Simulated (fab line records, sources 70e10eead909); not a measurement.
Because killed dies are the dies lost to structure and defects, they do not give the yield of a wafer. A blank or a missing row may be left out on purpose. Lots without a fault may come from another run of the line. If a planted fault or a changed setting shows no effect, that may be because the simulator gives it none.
Matching of chambers / flow nand harc / 3 sister chambers for NHARC_A_M0_DEP_32 on pecvd-01
The step deposits SiCN, target thk 30 nm. 22 wafers are shown with their chamber, then 11 later ones without.

== WAFERS, EACH WITH ITS CHAMBER ==
wafer=L079.4; chamber=1; heater power w (W)=480; chamber pressure Torr (Torr)=2.987
wafer=L079.5; chamber=0; heater power w (W)=638; chamber pressure Torr (Torr)=3.005
wafer=L079.6; chamber=2; heater power w (W)=528; chamber pressure Torr (Torr)=2.994
wafer=L076.1; chamber=1; heater power w (W)=443; chamber pressure Torr (Torr)=3.009
wafer=L076.2; chamber=2; heater power w (W)=591; chamber pressure Torr (Torr)=2.994
wafer=L076.6; chamber=1; heater power w (W)=445; chamber pressure Torr (Torr)=2.990
wafer=L081.2; chamber=2; heater power w (W)=552; chamber pressure Torr (Torr)=3.002
wafer=L081.4; chamber=1; heater power w (W)=456; chamber pressure Torr (Torr)=3.004
wafer=L081.5; chamber=0; heater power w (W)=691; chamber pressure Torr (Torr)=3.007
wafer=L082.1; chamber=0; heater power w (W)=641; chamber pressure Torr (Torr)=2.987
wafer=L082.3; chamber=1; heater power w (W)=475; chamber pressure Torr (Torr)=2.990
wafer=L082.4; chamber=2; heater power w (W)=600; chamber pressure Torr (Torr)=3.013
wafer=L086.3; chamber=2; heater power w (W)=515; chamber pressure Torr (Torr)=2.994
wafer=L086.5; chamber=0; heater power w (W)=631; chamber pressure Torr (Torr)=2.997
wafer=L086.6; chamber=1; heater power w (W)=493; chamber pressure Torr (Torr)=3.000
wafer=L089.3; chamber=0; heater power w (W)=659; chamber pressure Torr (Torr)=3.007
wafer=L089.4; chamber=2; heater power w (W)=605; chamber pressure Torr (Torr)=2.997
wafer=L089.6; chamber=1; heater power w (W)=492; chamber pressure Torr (Torr)=3.004
wafer=L091.1; chamber=0; heater power w (W)=679; chamber pressure Torr (Torr)=2.991
wafer=L091.3; chamber=1; heater power w (W)=489; chamber pressure Torr (Torr)=3.004
wafer=L091.5; chamber=2; heater power w (W)=651; chamber pressure Torr (Torr)=2.995
wafer=L092.1; chamber=1; heater power w (W)=464; chamber pressure Torr (Torr)=2.999

SIGNATURES, as means of the wafers listed above
reading=heater power w; chamber 0=656.50; chamber 1=470.78; chamber 2=577.43; scatter within a chamber=32.3
reading=chamber pressure Torr; chamber 0=2.99900; chamber 1=2.99856; chamber 2=2.99843; scatter within a chamber=0.00779
Rule: for each reading, subtract the chamber's mean from the wafer's reading, divide by that reading's scatter and square the result; add these up over the readings and take the root, which gives the wafer's distance from the chamber. If the next closest chamber is less than 2 further off than the closest, the wafer can't be placed; otherwise it belongs to the closest. The scatter: take each reading less its chamber's mean, square it, sum over the shown wafers, divide by the number of wafers less the number of chambers, and take the root.

== WAFERS WITH NO CHAMBER GIVEN ==
wafer=L092.4; heater power w (W)=649; chamber pressure Torr (Torr)=3.014
wafer=L092.5; heater power w (W)=467; chamber pressure Torr (Torr)=3.003
wafer=L093.2; heater power w (W)=662; chamber pressure Torr (Torr)=2.996
wafer=L093.4; heater power w (W)=667; chamber pressure Torr (Torr)=3.006
wafer=L093.5; heater power w (W)=490; chamber pressure Torr (Torr)=3.006
wafer=L094.2; heater power w (W)=654; chamber pressure Torr (Torr)=3.005
wafer=L094.4; heater power w (W)=649; chamber pressure Torr (Torr)=2.993
wafer=L094.5; heater power w (W)=590; chamber pressure Torr (Torr)=2.996
wafer=L095.4; heater power w (W)=503; chamber pressure Torr (Torr)=2.991
wafer=L095.5; heater power w (W)=609; chamber pressure Torr (Torr)=3.003
wafer=L095.6; heater power w (W)=613; chamber pressure Torr (Torr)=3.002

== THE CHAMBER EACH PASSED THROUGH ==
wafer=L092.4; from the rows above=can't be placed: 0 or 2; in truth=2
wafer=L092.5; from the rows above=1; in truth=1
wafer=L093.2; from the rows above=0; in truth=0
wafer=L093.4; from the rows above=can't be placed: 0 or 2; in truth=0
wafer=L093.5; from the rows above=can't be placed: 1 or 2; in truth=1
wafer=L094.2; from the rows above=can't be placed: 0 or 2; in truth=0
wafer=L094.4; from the rows above=can't be placed: 0 or 2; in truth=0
wafer=L094.5; from the rows above=can't be placed: 2 or 0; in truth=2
wafer=L095.4; from the rows above=can't be placed: 1 or 2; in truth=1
wafer=L095.5; from the rows above=can't be placed: 2 or 0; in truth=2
wafer=L095.6; from the rows above=can't be placed: 2 or 0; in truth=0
2 of 11 placed correctly. These rows do not allow placing 9 (true chamber among the candidates in 9). 0 placed wrongly.
